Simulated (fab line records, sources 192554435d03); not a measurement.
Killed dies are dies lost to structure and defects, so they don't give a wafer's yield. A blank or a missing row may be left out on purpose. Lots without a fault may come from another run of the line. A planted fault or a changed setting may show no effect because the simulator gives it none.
Split-lot experiment | flow n5_finfet | 7 lots, 21 wafers read, on a route of 1938 steps

THE SPLIT
At N5_SD_EPI_N_PEB_07 (peb time 60 s), the setting peb_temp_c was moved away from the recipe's 110 C on 7 of the 21 wafers read, by -3.2% to +2.8%. The other wafers ran this setting at the recipe's value.

FROM THE SPLIT TO THE READING: what the file shows between them, 1 step
- N5_SD_EPI_N_DEVELOP_08: develop time 30 s

THE READING
cd_nm, in nm, at N5_SD_EPI_N_CD_MEAS_09 (target cd 120 nm). Fault-free wafers of this fab line usually give 120.0 nm, standard deviation 1.2 nm.

wafer  | tool, chamber at the split | peb_temp_c as run, C | against the recipe | cd_nm, nm | against lot-mates on the recipe
L076.1 | litho_track-01, 0          | 110                  | recipe             | 116.2     | -
L076.3 | litho_track-01, 0          | 110                  | recipe             | 117.6     | -
L076.5 | litho_track-01, 0          | 110                  | recipe             | 118.5     | -
L077.2 | litho_track-03, 0          | 110                  | recipe             | 120.1     | -
L077.3 | litho_track-03, 0          | 110                  | recipe             | 121.1     | -
L077.4 | litho_track-03, 0          | 110                  | recipe             | 120.1     | -
L080.1 | litho_track-01, 0          | 110                  | recipe             | 117.5     | -
L080.3 | litho_track-01, 0          | 113.1                | +2.8%              | 125.8     | +8.3
L080.6 | litho_track-01, 0          | 113.1                | +2.8%              | 126.7     | +9.2
L085.1 | litho_track-04, 0          | 110                  | recipe             | 122.0     | -
L085.3 | litho_track-04, 0          | 108.4                | -1.5%              | 117.6     | -4.4
L085.6 | litho_track-04, 0          | 108.4                | -1.5%              | 117.1     | -4.9
L088.2 | litho_track-04, 0          | 110                  | recipe             | 119.2     | -
L088.4 | litho_track-04, 0          | 110                  | recipe             | 120.0     | -
L088.6 | litho_track-04, 0          | 110                  | recipe             | 121.0     | -
L093.3 | litho_track-04, 0          | 106.5                | -3.2%              | 110.7     | -9.1
L093.4 | litho_track-04, 0          | 106.5                | -3.2%              | 109.4     | -10.4
L093.6 | litho_track-04, 0          | 110                  | recipe             | 119.8     | -
L095.1 | litho_track-01, 0          | 110                  | recipe             | 119.6     | -
L095.2 | litho_track-01, 0          | 110                  | recipe             | 118.6     | -
L095.4 | litho_track-01, 0          | 108.6                | -1.3%              | 114.9     | -4.2

THE FIT
A straight line over all 21 wafers: cd_nm changes by +2.61 nm for each +1% of peb_temp_c; r = +0.93; the points scatter about the line by 1.5 nm.
The same after taking each lot's own level away (the mean of its wafers on the recipe; 21 wafers): +3.1 nm for each +1%; r = +0.99; scatter 0.61 nm.
On that fit, the largest move of peb_temp_c shifts the reading by 9.9 nm.
The lots' own levels span 117.43 to 122.00 nm, that is 3.8 times the standard deviation above.
So the lot-to-lot level changes the slope: the two fits differ.
Check: with one of the wafers moved furthest among these (-3.2%) left out of the fit, the line predicts -10.2 nm for it against its lot-mates. It came out at -9.1 nm against them.

OTHER SPLITS ON THESE WAFERS
These wafers also went through other splits before the reading. Each is held against what the fit with the lots' levels taken away leaves over:
other split on the same wafers | wafers away from the commonest value | r with cd_nm (lot level and that fit taken away)
N5_ZERO_LAYER_ETCH_18 icp_w    | 9                                    | -0.25
N5_WELL_APT_COAT_02 spin_rpm   | 11                                   | -0.22
N5_FIN_CUT_COAT_19 spin_rpm    | 6                                    | -0.02
N5_FIN_CUT_EXPOSE_05 dose_mj   | 6                                    | -0.25
N5_FIN_CUT_CUT_ETCH_15 time_s  | 9                                    | -0.13

THE WHOLE CHAIN: every reading that the file lists as answering this split, in the file's order
step                   | what it does                                     | reading                                                         | change (the file's fit)              | r (the file's)
N5_SD_EPI_N_CD_MEAS_09 | target cd 120 nm                                 | cd_nm                                                           | +3.1 nm for each +1% of the setting  | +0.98
N5_SD_EPI_N_DESCUM_14  | chemistry O2, time 7.9 s                         | SD_EPI_N.cd_nm (the simulator's own value, which no gauge read) | +3.15 nm for each +1% of the setting | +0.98
N5_SD_EPI_N_ETCH_35    | etches SOC in N2/H2, overetch 108 nm, time 486 s | SD_EPI_N.cd_nm (the simulator's own value, which no gauge read) | +3.5 nm for each +1% of the setting  | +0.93

THE FILE'S OWN FIT
cd_nm changes by +3.1 nm for each +1% of peb_temp_c, r = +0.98.
